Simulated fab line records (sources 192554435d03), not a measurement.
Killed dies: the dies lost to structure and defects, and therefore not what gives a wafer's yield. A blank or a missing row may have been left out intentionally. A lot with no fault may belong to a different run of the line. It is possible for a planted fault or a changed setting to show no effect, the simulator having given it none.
Split-lot experiment / flow n5Finfet / 7 lots, 21 wafers read, on a route of 1938 steps

== THE SPLIT ==
At N5_BEOL_M15_PEB_26 (peb time 90 s), the setting pebTempC was moved away from the recipe's 130 C on 6 of the 21 wafers read, by -2.7% to +2.8%. All remaining wafers had this setting at the recipe value.

== FROM THE SPLIT TO THE READING: what the file shows between them, 2 steps ==
- N5_BEOL_M15_DEVELOP_27: develop time 45 s (also split here: developTimeS)
- N5_BEOL_M15_HARDBAKE_32: time 120 s

== THE READING ==
At N5_BEOL_M15_CD_MEAS_28: cdNm in nanometres, against a target cd of 407.6 nm. A value of 406.3 nm with a standard deviation of 2.1 nm is what fault-free wafers of this fab line usually give.

wafer=L074.1; tool, chamber at the split=lithoTrack-04, 0; pebTempC as run, C=130; against the recipe=recipe; cdNm, nm=403.9; against lot-mates on the recipe=-
wafer=L074.2; tool, chamber at the split=lithoTrack-04, 0; pebTempC as run, C=130; against the recipe=recipe; cdNm, nm=404.1; against lot-mates on the recipe=-
wafer=L074.5; tool, chamber at the split=lithoTrack-04, 0; pebTempC as run, C=132; against the recipe=+1.5%; cdNm, nm=420.4; against lot-mates on the recipe=+16.4
wafer=L081.1; tool, chamber at the split=lithoTrack-01, 0; pebTempC as run, C=130; against the recipe=recipe; cdNm, nm=404.9; against lot-mates on the recipe=-
wafer=L081.5; tool, chamber at the split=lithoTrack-01, 0; pebTempC as run, C=130; against the recipe=recipe; cdNm, nm=405.9; against lot-mates on the recipe=-
wafer=L081.6; tool, chamber at the split=lithoTrack-01, 0; pebTempC as run, C=130; against the recipe=recipe; cdNm, nm=406.4; against lot-mates on the recipe=-
wafer=L089.3; tool, chamber at the split=lithoTrack-04, 0; pebTempC as run, C=126.5; against the recipe=-2.7%; cdNm, nm=386.6; against lot-mates on the recipe=-21.8
wafer=L089.5; tool, chamber at the split=lithoTrack-04, 0; pebTempC as run, C=130; against the recipe=recipe; cdNm, nm=408.4; against lot-mates on the recipe=-
wafer=L089.6; tool, chamber at the split=lithoTrack-04, 0; pebTempC as run, C=126.5; against the recipe=-2.7%; cdNm, nm=394.2; against lot-mates on the recipe=-14.2
wafer=L090.1; tool, chamber at the split=lithoTrack-03, 0; pebTempC as run, C=130; against the recipe=recipe; cdNm, nm=407.0; against lot-mates on the recipe=-
wafer=L090.2; tool, chamber at the split=lithoTrack-03, 0; pebTempC as run, C=130; against the recipe=recipe; cdNm, nm=404.2; against lot-mates on the recipe=-
wafer=L090.4; tool, chamber at the split=lithoTrack-03, 0; pebTempC as run, C=127.8; against the recipe=-1.7%; cdNm, nm=396.5; against lot-mates on the recipe=-9.1
wafer=L091.2; tool, chamber at the split=lithoTrack-04, 0; pebTempC as run, C=127.8; against the recipe=-1.7%; cdNm, nm=398.1; against lot-mates on the recipe=-8.8
wafer=L091.3; tool, chamber at the split=lithoTrack-04, 0; pebTempC as run, C=130; against the recipe=recipe; cdNm, nm=407.9; against lot-mates on the recipe=-
wafer=L091.4; tool, chamber at the split=lithoTrack-04, 0; pebTempC as run, C=130; against the recipe=recipe; cdNm, nm=406.0; against lot-mates on the recipe=-
wafer=L093.1; tool, chamber at the split=lithoTrack-04, 0; pebTempC as run, C=130; against the recipe=recipe; cdNm, nm=403.2; against lot-mates on the recipe=-
wafer=L093.3; tool, chamber at the split=lithoTrack-04, 0; pebTempC as run, C=133.7; against the recipe=+2.8%; cdNm, nm=419.4; against lot-mates on the recipe=+12.0
wafer=L093.4; tool, chamber at the split=lithoTrack-04, 0; pebTempC as run, C=130; against the recipe=recipe; cdNm, nm=411.6; against lot-mates on the recipe=-
wafer=L096.2; tool, chamber at the split=lithoTrack-01, 0; pebTempC as run, C=130; against the recipe=recipe; cdNm, nm=405.9; against lot-mates on the recipe=-
wafer=L096.3; tool, chamber at the split=lithoTrack-01, 0; pebTempC as run, C=130; against the recipe=recipe; cdNm, nm=407.6; against lot-mates on the recipe=-
wafer=L096.5; tool, chamber at the split=lithoTrack-01, 0; pebTempC as run, C=130; against the recipe=recipe; cdNm, nm=405.5; against lot-mates on the recipe=-

FIT RESULTS
A straight line over all 21 wafers: cdNm changes by +5.71 nm for each +1% of pebTempC; r = +0.94; the points scatter about the line by 2.7 nm.
The same after taking each lot's own level away (the mean of its wafers on the recipe; 21 wafers): +6.09 nm for each +1%; r = +0.93; scatter 2.9 nm.
The reading moves by 17 nm for the largest change in pebTempC, on that fit.
From 404.00 to 408.40 nm: that is the span of the lots' own levels, equal to 2.1 times the standard deviation above.
So the lot-to-lot level changes the slope little: the two slopes agree.
Check: with one of the wafers moved furthest among these (+2.8%) left out of the fit, the line predicts +20.4 nm for it against its lot-mates. It came out at +12 nm against them.

== THESE WAFERS: OTHER SPLITS ==
Before the reading, these wafers also passed through other splits. Each is held against what the fit with the lots' levels taken away leaves over:
other split on the same wafers=N5_BEOL_M15_DEVELOP_27 developTimeS; wafers away from the commonest value=8; r with cdNm (lot level and that fit taken away)=+0.36

== THE WHOLE CHAIN: every reading that the file lists as answering this split, in the file's order ==
step=N5_BEOL_M15_CD_MEAS_28; what it does=target cd 407.6 nm; reading=cdNm; change (the file's fit)=+5.88 nm for each +1% of the setting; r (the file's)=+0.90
step=N5_BEOL_M15_DESCUM_33; what it does=chemistry O2, time 7.9 s; reading=BEOL_M15.cdNm (the simulator's own value, which no gauge read); change (the file's fit)=+5.81 nm for each +1% of the setting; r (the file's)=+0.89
step=N5_BEOL_M15_ETCH_61; what it does=etches BARC in N2/H2, target depth 89 nm, overetch 26.7 nm, time 67.9 s; reading=BEOL_M15.cdNm (the simulator's own value, which no gauge read); change (the file's fit)=+6.01 nm for each +1% of the setting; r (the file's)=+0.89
step=N5_BEOL_M15_TRENCH_ETCH_34; what it does=etches SiO2 in C4F8/O2/Ar, target depth 872.93 nm, time 199 s; reading=BEOL_M15.cdNm (the simulator's own value, which no gauge read); change (the file's fit)=+5.93 nm for each +1% of the setting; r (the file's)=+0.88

== THE FILE'S OWN FIT ==
cdNm changes by +5.88 nm for each +1% of pebTempC, r = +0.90.
